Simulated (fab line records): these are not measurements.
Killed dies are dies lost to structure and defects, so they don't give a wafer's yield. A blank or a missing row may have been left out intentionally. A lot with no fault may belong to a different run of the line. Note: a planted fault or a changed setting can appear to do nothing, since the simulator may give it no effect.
fab line records | flow nandHarc
record lots=6 | wafers=18 | lastDay=25
route steps=1159 shown P_M0@264
lots with no fault: from the same line, run without faults
startH: the number of hours between the record's first day and the start of the first shown wafer of the lot | waitH: time in hours since the lot's previous step | " unchanged from the row above | L1.1+2: several wafers, shown together as one row | - no value, or no start given | * or withheld: withheld | < > ~ a bound
route shown NAME@n: names a module that has steps shown in the file, with the first one's number in the route | usual: mean/standard deviation of fault-free wafers | same: alike in all rows | chamber/n: place in a boat | sites: readings site by site | _std_site: the standard deviation of these | _edge_site: the outer-site mean with the inner-site mean subtracted | radiusMm: for every site, how far away it sits from the centre of the wafer | mask NAME#n: copy n | behind: the most recent tool/chamber to have shaped the wafer | hold: reason for holding the lot/hours on hold/outcome of the hold | device: the n, p or np transistor that did not switch | end of line: the same wafers' tests at the end of the route | where a step has no rows: the recipe by itself | killed: dies that structure and defects cost at the first sort, which is not the same as the wafer's yield | map: dies across one wafer; x = killed, . = not, _ = none there
set.NAME: the run value of the setting; set.NAME@STEP: its run value at that earlier step | model.NAME: the simulator's own value behind a step, which no gauge read
lots seen at some steps along the route; tables by step, rows by wafer
services: from which hour (startH, from the record's first day; less than 0 if before it) a tool's chamber was out of use, for how many hours, and why
## steps
# step NHARC_P_M0_OVL_MEAS_10
# recipe pitchNm=180
# usual overlayXNm=0.3/0.78 | overlayYNm=-0.2/0.99
lot.wafer | tool       | chamber | startH | waitH | overlayXNm | overlayYNm
L746.2    | overlay-01 | -       | 139.71 | -     | 0.9        | -1.8
L746.3    | "          | -       | "      | "     | 0.6        | -1.4
L746.4    | "          | -       | "      | "     | 0.7        | -1.4
L749.2    | overlay-02 | -       | 168.66 | -     | -1.0       | -0.8
L749.4    | "          | -       | "      | "     | -1.3       | -0.7
L749.5    | "          | -       | "      | "     | -0.8       | -1.6
L750.1    | overlay-01 | -       | 169.22 | -     | 0.2        | -0.1
L750.3    | "          | -       | "      | "     | -0.5       | -0.1
L750.5    | "          | -       | "      | "     | -0.3       | 0.2
L757.3    | overlay-02 | -       | 212.13 | -     | -0.6       | -1.6
L757.4    | "          | -       | "      | "     | -1.4       | -1.2
L757.5    | "          | -       | "      | "     | -0.7       | -0.8
L762.1    | overlay-01 | -       | 240.96 | -     | 0.2        | -0.4
L762.3    | "          | -       | "      | "     | -0.4       | -0.7
L762.5    | "          | -       | "      | "     | -1.1       | 0.1
L764.1    | overlay-01 | -       | 258.32 | -     | 0.6        | -0.7
L764.4    | "          | -       | "      | "     | 0.2        | -0.5
L764.5    | "          | -       | "      | "     | 0.2        | -0.9
# step NHARC_P_M0_INSPECT_11
# usual rawDefectCount=4.2/2.6
lot.wafer | tool             | chamber | startH | waitH | rawDefectCount
L746.2    | defectInspect-01 | -       | 139.74 | 0.0   | 5
L746.3    | "                | -       | "      | "     | 3
L746.4    | "                | -       | "      | "     | 10
L749.2    | defectInspect-01 | -       | 168.70 | 0.0   | 10
L749.4    | "                | -       | "      | "     | 7
L749.5    | "                | -       | "      | "     | 10
L750.1    | defectInspect-02 | -       | 169.26 | 0.0   | 3
L750.3    | "                | -       | "      | "     | 2
L750.5    | "                | -       | "      | "     | 1
L757.3    | defectInspect-01 | -       | 212.16 | 0.0   | 3
L757.4    | "                | -       | "      | "     | 3
L757.5    | "                | -       | "      | "     | 2
L762.1    | defectInspect-02 | -       | 240.99 | 0.0   | 8
L762.3    | "                | -       | "      | "     | 3
L762.5    | "                | -       | "      | "     | 2
L764.1    | defectInspect-01 | -       | 258.38 | 0.1   | 10
L764.4    | "                | -       | "      | "     | 11
L764.5    | "                | -       | "      | "     | 5
# step NHARC_P_M0_DESCUM_14
# recipe timeS=3 | o2FlowSccm=200 | arFlowSccm=0 | biasPowerW=0 | chemistry=O2
# step NHARC_P_M0_ETCH_34
# recipe targetDepthA=400 | overetchA=120 | timeS=43.94 | ionEnergyEv=200 | n2FlowSccm=150 | h2FlowSccm=150 | arFlowSccm=0 | rfW=400 | biasW=150 | chemistry=N2/H2
# usual drypumpMotorCurrentA=5.8/0.34 | oesProductAu=0.999/0.011 | rfVppV=430.2/2.3 | showerheadPlenumPTorr=2.03/0.081 | throttleValvePct=14.172/0.0083
lot.wafer | tool       | chamber | startH | waitH | drypumpMotorCurrentA | oesProductAu | rfHoursCounterH | rfVppV | showerheadPlenumPTorr | throttleValvePct
L746.3    | rieDiel-07 | 0       | 139.89 | 0.1   | 5.6                  | 0.988        | 6               | 429.9  | 2.06                  | 14.166
L746.2    | "          | 1       | "      | "     | 5.3                  | 1.003        | 6               | 428.8  | 1.97                  | 14.173
L746.4    | "          | 2       | "      | "     | 6.1                  | 0.991        | 5               | 432.6  | 2.10                  | 14.171
L749.2    | rieDiel-11 | 2       | 168.84 | 0.1   | 5.0                  | 0.985        | 9               | 429.4  | 2.02                  | 14.166
L749.4    | "          | 3       | "      | "     | 6.5                  | 1.008        | 10              | 428.1  | 1.98                  | 14.169
L749.5    | "          | 3       | "      | "     | 6.4                  | 1.006        | -               | 428.6  | 1.98                  | 14.166
L750.3    | rieDiel-11 | 0       | 169.40 | 0.1   | 5.7                  | 1.007        | 10              | 432.8  | 2.07                  | 14.166
L750.1    | "          | 3       | "      | "     | 6.4                  | 0.997        | 10              | 429.5  | 1.98                  | 14.165
L750.5    | "          | 0       | "      | "     | 5.8                  | 1.001        | -               | 431.2  | 2.07                  | 14.168
L757.3    | rieDiel-04 | 3       | 212.32 | 0.1   | 5.8                  | 1.013        | 7               | 426.9  | 1.91                  | 14.173
L757.4    | "          | 0       | "      | "     | 5.9                  | 1.011        | 8               | 429.6  | 2.00                  | 14.163
L757.5    | "          | 1       | "      | "     | 5.9                  | 1.007        | -               | 429.3  | 1.94                  | 14.170
L762.1    | rieDiel-04 | 2       | 241.14 | 0.1   | 5.7                  | 0.994        | 8               | 433.8  | 2.20                  | 14.168
L762.3    | "          | 0       | "      | "     | 5.9                  | 1.008        | 10              | 429.8  | 2.00                  | 14.170
L762.5    | "          | 2       | "      | "     | 5.7                  | 1.004        | -               | 435.6  | 2.20                  | 14.178
L764.1    | rieDiel-07 | 2       | 258.53 | 0.1   | 6.1                  | 1.003        | 2               | 432.6  | 2.10                  | 14.170
L764.4    | "          | 3       | "      | "     | 6.4                  | 1.011        | 2               | 431.2  | 2.02                  | 14.171
L764.5    | "          | 1       | "      | "     | 5.4                  | 1.005        | -               | 428.8  | 1.97                  | 14.184
# step NHARC_P_M0_ETCH_15
# recipe targetDepthA=1500 | overetchA=150 | timeS=82.5 | c4f8FlowSccm=withheld | arFlowSccm=400 | rfW=600 | biasW=300 | chemistry=C4F8/Ar
# usual oesProductAu=0.961/0.021 | rfVppV=440.4/2.3
lot.wafer | tool       | chamber | startH | waitH | oesProductAu | rfHoursCounterH | rfVppV
L746.2    | rieDiel-07 | 0       | -      | -     | 0.957        | 6               | 442.1
L746.3    | "          | 1       | "      | "     | 0.967        | 6               | 438.9
L746.4    | "          | 3       | "      | "     | 0.960        | 6               | 442.0
L749.4    | rieDiel-11 | 0       | -      | -     | 0.913        | 10              | 442.2
L749.2    | "          | 1       | "      | "     | 0.898        | 10              | 439.3
L749.5    | "          | 0       | "      | "     | 0.922        | -               | 442.2
L750.1    | rieDiel-11 | 3       | -      | -     | 0.970        | 10              | 438.9
L750.3    | "          | 0       | "      | "     | 0.946        | 10              | 442.0
L750.5    | "          | 3       | "      | "     | 0.961        | -               | 440.6
L757.3    | rieDiel-04 | 2       | -      | -     | 0.971        | 6               | 444.7
L757.4    | "          | 3       | "      | "     | 0.972        | 7               | 438.1
L757.5    | "          | 3       | "      | "     | 0.975        | -               | 437.5
L762.3    | rieDiel-04 | 1       | -      | -     | 0.955        | 9               | 436.9
L762.1    | "          | 2       | "      | "     | 0.951        | 8               | 446.0
L762.5    | "          | 2       | "      | "     | 0.955        | -               | 443.9
L764.4    | rieDiel-07 | 1       | -      | -     | 0.985        | 1               | 438.6
L764.1    | "          | 0       | "      | "     | 0.990        | 1               | 442.4
L764.5    | "          | 2       | "      | "     | 0.981        | -               | 442.3
# step NHARC_P_M0_CD_MEAS_16
# usual cdNm=89.7/0.99
lot.wafer | tool     | chamber | startH | waitH | cdNm
L746.2    | cdSem-02 | -       | 140.10 | -     | 90.2
L746.3    | "        | -       | "      | "     | 89.9
L746.4    | "        | -       | "      | "     | 90.3
L749.2    | cdSem-01 | -       | 169.06 | -     | 90.2
L749.4    | "        | -       | "      | "     | 89.7
L749.5    | "        | -       | "      | "     | 89.0
L750.1    | cdSem-02 | -       | 169.63 | -     | 89.3
L750.3    | "        | -       | "      | "     | 90.7
L750.5    | "        | -       | "      | "     | 89.5
L757.3    | cdSem-03 | -       | 212.53 | -     | 90.7
L757.4    | "        | -       | "      | "     | 87.9
L757.5    | "        | -       | "      | "     | 90.5
L762.1    | cdSem-02 | -       | 241.35 | -     | 90.5
L762.3    | "        | -       | "      | "     | 90.0
L762.5    | "        | -       | "      | "     | 89.1
L764.1    | cdSem-01 | -       | 258.74 | -     | 90.3
L764.4    | "        | -       | "      | "     | 89.1
L764.5    | "        | -       | "      | "     | 89.3
# step NHARC_P_M0_STRIP_18
# recipe powerW=1000 | n2FlowSccm=150 | h2FlowSccm=150 | arFlowSccm=0 | biasW=0 | chemistry=N2/H2
# usual drypumpMotorCurrentA=5.8/0.36 | oesProductAu=0.999/0.012 | rfVppV=90.5/0.98 | showerheadPlenumPTorr=2.02/0.081 | throttleValvePct=14.172/0.0096
lot.wafer | tool       | chamber | startH | waitH | drypumpMotorCurrentA | oesProductAu | rfHoursCounterH | rfVppV | showerheadPlenumPTorr | throttleValvePct
L746.4    | rieDiel-04 | 1       | 140.20 | 0.1   | 5.9                  | 0.995        | 1.6             | 90.1   | 1.94                  | 14.188
L746.3    | "          | 2       | "      | "     | 5.8                  | 0.987        | 1.2             | 92.8   | 2.20                  | 14.172
L746.2    | "          | 3       | "      | "     | 5.8                  | 0.999        | 1.7             | 90.4   | 1.92                  | 14.163
L749.4    | rieDiel-07 | 3       | 169.13 | 0.1   | 6.3                  | 0.999        | 7.5             | 90.7   | 2.02                  | 14.187
L749.2    | "          | 1       | "      | "     | 5.4                  | 1.008        | 8.0             | 90.4   | 1.97                  | 14.163
L749.5    | "          | 0       | "      | "     | 5.6                  | 1.013        | -               | 91.0   | 2.05                  | 14.175
L750.3    | rieDiel-11 | 1       | 169.73 | 0.1   | 5.7                  | 0.975        | 9.7             | 91.0   | 1.98                  | 14.156
L750.1    | "          | 3       | "      | "     | 6.5                  | 1.008        | 9.8             | 90.4   | 1.98                  | 14.166
L750.5    | "          | 0       | "      | "     | 5.7                  | 1.002        | -               | 91.8   | 2.07                  | 14.168
L757.3    | rieDiel-11 | 2       | 212.60 | 0.1   | 5.0                  | 0.975        | 1.4             | 90.5   | 2.02                  | 14.174
L757.4    | "          | 0       | "      | "     | 5.8                  | 1.003        | 0.8             | 89.6   | 2.07                  | 14.184
L757.5    | "          | 3       | "      | "     | 6.4                  | 1.027        | -               | 89.4   | 1.98                  | 14.159
L762.1    | rieDiel-11 | 3       | 241.43 | 0.1   | 6.5                  | 0.999        | 2.6             | 91.0   | 1.98                  | 14.161
L762.3    | "          | 1       | "      | "     | 5.7                  | 1.015        | 3.5             | 90.0   | 1.98                  | 14.164
L762.5    | "          | 3       | "      | "     | 6.5                  | 1.014        | -               | 90.1   | 1.98                  | 14.161
L764.4    | rieDiel-07 | 2       | 258.81 | 0.1   | 6.1                  | 1.014        | 2.0             | 90.6   | 2.10                  | 14.174
L764.1    | "          | 1       | "      | "     | 5.4                  | 1.005        | 1.4             | 90.6   | 1.97                  | 14.180
L764.5    | "          | 3       | "      | "     | 6.3                  | 1.005        | -               | 90.6   | 2.02                  | 14.181
# step NHARC_P_M0_STRIP_19
# recipe timeS=600 | tempC=30 | chemistry=postEtchResidueRemover
# step NHARC_P_M0_DEGAS_28
# recipe tempC=250 | timeS=60
# step NHARC_P_M0_PRE_CLEAN_29
# recipe timeS=30 | tempC=280 | gas=H2/He
# usual heaterPowerW=404/47
lot.wafer | tool          | chamber | startH | waitH | heaterPowerW
L746.4    | pvdSputter-01 | -       | -      | -     | 449
L746.3    | "             | -       | "      | "     | 429
L746.2    | "             | -       | "      | "     | 470
L749.2    | pvdSputter-02 | -       | -      | -     | 394
L749.4    | "             | -       | "      | "     | 377
L749.5    | "             | -       | "      | "     | 451
L750.1    | pvdSputter-02 | -       | -      | -     | 378
L750.3    | "             | -       | "      | "     | 447
L750.5    | "             | -       | "      | "     | 338
L757.3    | pvdSputter-01 | -       | -      | -     | 458
L757.4    | "             | -       | "      | "     | 424
L757.5    | "             | -       | "      | "     | 460
L762.3    | pvdSputter-02 | -       | -      | -     | 393
L762.1    | "             | -       | "      | "     | 365
L762.5    | "             | -       | "      | "     | 440
L764.4    | pvdSputter-02 | -       | -      | -     | 334
L764.1    | "             | -       | "      | "     | 434
L764.5    | "             | -       | "      | "     | 368
# step NHARC_P_M0_PVD_20
# recipe targetThkA=50 | biasV=168.6 | powerW=15000 | chamberPressurePa=0.12 | timeS=8.06 | substrateTempC=50 | material=TaN
# step NHARC_P_M0_PVD_21
# recipe targetThkA=300 | chamberPressurePa=5 | powerW=5000 | substrateTempC=30 | timeS=20.49 | material=Cu
# usual throttleValvePct=30.0/0.79
lot.wafer | tool          | chamber | startH | waitH | throttleValvePct
L746.3    | pvdSputter-01 | -       | -      | -     | 30.0
L746.4    | "             | -       | "      | "     | 31.2
L746.2    | "             | -       | "      | "     | 29.4
L749.4    | pvdSputter-02 | -       | -      | -     | 28.8
L749.2    | "             | -       | "      | "     | 29.5
L749.5    | "             | -       | "      | "     | 30.0
L750.1    | pvdSputter-02 | -       | -      | -     | 30.1
L750.3    | "             | -       | "      | "     | 31.0
L750.5    | "             | -       | "      | "     | 29.4
L757.3    | pvdSputter-01 | -       | -      | -     | 31.4
L757.4    | "             | -       | "      | "     | 30.2
L757.5    | "             | -       | "      | "     | 31.4
L762.3    | pvdSputter-01 | -       | 242.22 | -     | 29.4
L762.1    | "             | -       | "      | "     | 29.3
L762.5    | "             | -       | "      | "     | 31.4
L764.4    | pvdSputter-02 | -       | -      | -     | 30.1
L764.1    | "             | -       | "      | "     | 31.4
L764.5    | "             | -       | "      | "     | 30.0
# step NHARC_P_M0_ECD_22
# recipe targetThkA=4000 | bathTempC=25 | material=Cu
lot.wafer  | tool     | chamber | startH | waitH
L746.2+4+3 | ecdCu-02 | 0,0,1   | 141.09 | -
L749.2+4+5 | ecdCu-02 | 1,0,1   | 170.21 | -
L750.1+3+5 | ecdCu-02 | 0,1,1   | 170.78 | -
L757.3+4+5 | ecdCu-01 | 1,0,0   | 213.61 | -
L762.1+3+5 | ecdCu-01 | 1,0,1   | 242.35 | -
L764.1+4+5 | ecdCu-02 | 0,0,1   | 259.77 | -
# step NHARC_P_M0_ANNEAL_30
# recipe tempC=225 | timeS=90
# step NHARC_P_M0_CMP_23
# recipe tOverpolishS=20 | targetThkNm=117.53
# usual motorCurrentA=12.3/1.3 | retainingRingPressureFrac=1.000/0.005 | timeToEndpointS=28/3.4
lot.wafer | tool   | chamber | startH | waitH | motorCurrentA | retainingRingPressureFrac | timeToEndpointS
L746.4    | cmp-03 | 2       | 141.82 | -     | 12.0          | 1.009                     | 27
L746.2    | "      | 3       | "      | "     | 13.2          | 1.000                     | 23
L746.3    | "      | 0       | "      | "     | 14.8          | 0.995                     | 28
L749.4    | cmp-03 | 0       | 170.99 | -     | 14.6          | 1.001                     | 9
L749.2    | "      | 1       | "      | "     | 11.6          | 0.999                     | 33
L749.5    | "      | 3       | "      | "     | 12.1          | 1.001                     | 29
L750.1    | cmp-02 | 1       | 171.52 | -     | 12.4          | 0.998                     | 14
L750.3    | "      | 2       | "      | "     | 11.5          | 1.000                     | 31
L750.5    | "      | 2       | "      | "     | 12.7          | 1.001                     | 30
L757.4    | cmp-02 | 1       | 214.24 | -     | 11.5          | 1.002                     | 35
L757.3    | "      | 3       | "      | "     | 11.7          | 0.992                     | 25
L757.5    | "      | 2       | "      | "     | 12.6          | 1.005                     | 30
L762.3    | cmp-02 | 2       | 243.11 | -     | 11.9          | 0.997                     | 28
L762.1    | "      | 0       | "      | "     | 11.6          | 1.002                     | 29
L762.5    | "      | 1       | "      | "     | 12.7          | 0.994                     | 32
L764.4    | cmp-03 | 3       | 260.47 | -     | 12.6          | 1.011                     | 26
L764.1    | "      | 1       | "      | "     | 11.1          | 0.994                     | 29
L764.5    | "      | 2       | "      | "     | 11.6          | 0.996                     | 25
# step NHARC_P_M0_THK_MEAS_24
# recipe thkMeasGauge=xrf
# usual thkNm=117.6/1.9
lot.wafer | tool         | chamber | startH | waitH | thkNm
L746.2    | filmMetro-02 | -       | 142.13 | -     | 117.1
L746.3    | "            | -       | "      | "     | 116.2
L746.4    | "            | -       | "      | "     | 115.4
L749.2    | filmMetro-02 | -       | 171.25 | -     | 119.1
L749.4    | "            | -       | "      | "     | 119.2
L749.5    | "            | -       | "      | "     | 117.8
L750.1    | filmMetro-01 | -       | 171.84 | -     | 119.3
L750.3    | "            | -       | "      | "     | 119.3
L750.5    | "            | -       | "      | "     | 118.8
L757.3    | filmMetro-01 | -       | 214.55 | -     | 116.8
L757.4    | "            | -       | "      | "     | 120.6
L757.5    | "            | -       | "      | "     | 117.4
L762.1    | filmMetro-01 | -       | 243.39 | -     | 117.9
L762.3    | "            | -       | "      | "     | 116.4
L762.5    | "            | -       | "      | "     | 116.5
L764.1    | filmMetro-02 | -       | 260.77 | -     | 119.6
L764.4    | "            | -       | "      | "     | 116.0
L764.5    | "            | -       | "      | "     | 115.8
## services
tool          | chamber | startH | hours | kind
rieDiel-11    | 0       | 119.60 | -     | clean
rieDiel-11    | 1       | 119.60 | -     | clean
rieDiel-11    | 2       | 119.60 | -     | clean
rieDiel-11    | 3       | 119.60 | -     | clean
rieDiel-07    | 2       | 126.34 | 4.1   | repair
cmp-03        | -       | 127.93 | 2.3   | repair
cmp-02        | -       | 128.50 | 4.0   | pm
rieDiel-11    | 0       | 144.10 | -     | clean
rieDiel-11    | 1       | 144.10 | -     | clean
rieDiel-11    | 2       | 144.10 | -     | clean
rieDiel-11    | 3       | 144.10 | -     | clean
cmp-03        | -       | 156.00 | 4.0   | pm
pvdSputter-01 | -       | 158.00 | 10.0  | pm
ecdCu-02      | -       | 180.26 | 8.0   | pm
rieDiel-11    | -       | 189.60 | 9.0   | pm
cmp-02        | -       | 213.14 | 1.0   | repair
pvdSputter-02 | -       | 214.14 | 10.0  | pm
cmp-02        | -       | 226.50 | 4.0   | pm
rieDiel-07    | -       | 228.23 | 9.0   | pm
cmp-03        | -       | 231.22 | 0.4   | repair
rieDiel-11    | 3       | 234.44 | 5.8   | repair
ecdCu-02      | -       | 241.25 | 2.9   | repair
cmp-03        | -       | 244.17 | 0.4   | repair
cmp-03        | -       | 254.00 | 4.0   | pm
## key
firstSign step=NHARC_P_M0_CMP_23 | reading=timeToEndpointS | direction=down | sigmas=5.2 | usual=* | struck=*
effect none on later readings
metAt NHARC_P_M0_ECD_22
struckWafers L749.4,L750.1
sortLeftOut L749.4,L750.1
fault kind=processParameterDrift | tool=ecdCu-02 | chamber=0 | onsetH=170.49 | steps=NHARC_P_M0_ECD_22 | channel=targetThkA | offset=* | shape=step | endH=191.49 | actsIn=* | stated=*
# sortLeftOut: the simulated sort isn't trusted on such a fault, so these wafers' sort isn't shown, and their yield isn't known
